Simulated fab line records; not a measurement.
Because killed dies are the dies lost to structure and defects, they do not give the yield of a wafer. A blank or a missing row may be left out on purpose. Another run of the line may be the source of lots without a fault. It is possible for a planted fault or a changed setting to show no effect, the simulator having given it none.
Chamber matching + flow n5Finfet + 4 sister chambers for N5_FIN_CUT_STRIP_24 on rieDiel-05
The step strips in CF4. 4 wafers are shown with their chamber, then 12 later ones without.

WAFERS, EACH WITH ITS CHAMBER
| wafer  | chamber | drypumpMotorCurrentA (A) |
|--------|---------|--------------------------|
| L080.1 | 2       | 6.6                      |
| L081.2 | 3       | 5.9                      |
| L085.4 | 0       | 6.6                      |
| L085.6 | 1       | 5.3                      |

WAFERS WHOSE CHAMBER IS MISSING
| wafer  | drypumpMotorCurrentA (A) |
|--------|--------------------------|
| L087.2 | 6.6                      |
| L087.4 | 6.6                      |
| L087.6 | 6.6                      |
| L089.1 | 6.6                      |
| L089.3 | 5.3                      |
| L089.6 | 5.9                      |
| L092.2 | 6.6                      |
| L092.3 | 6.6                      |
| L092.5 | 5.3                      |
| L096.3 | 5.3                      |
| L096.5 | 5.8                      |
| L096.6 | 6.6                      |

CHAMBER TAKEN BY EACH
| wafer  | from the rows above     | in truth |
|--------|-------------------------|----------|
| L087.2 | can't be placed: 0 or 2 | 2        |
| L087.4 | can't be placed: 0 or 2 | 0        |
| L087.6 | can't be placed: 0 or 2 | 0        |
| L089.1 | can't be placed: 0 or 2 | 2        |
| L089.3 | 1                       | 1        |
| L089.6 | 3                       | 3        |
| L092.2 | can't be placed: 0 or 2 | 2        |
| L092.3 | can't be placed: 0 or 2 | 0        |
| L092.5 | 1                       | 1        |
| L096.3 | 1                       | 1        |
| L096.5 | 3                       | 3        |
| L096.6 | can't be placed: 0 or 2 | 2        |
Placed correctly: 5 of 12. Cannot be placed on the basis of these rows: 7; the candidates contain the true chamber in 7. Wrongly placed: 0.
How it was worked out, from the rows above alone: a wafer's distance from a chamber is the root of the sum, over the readings, of the square of ((its reading less the chamber's mean) divided by the reading's scatter). The wafer belongs to the nearest chamber; if the next one is less than 2 further off, it can't be placed. Each chamber's mean is taken over the wafers shown for it. The scatter (one wafer shown for each chamber): square how far every hidden wafer sits from the nearest shown wafer, average those squares and take the square root.
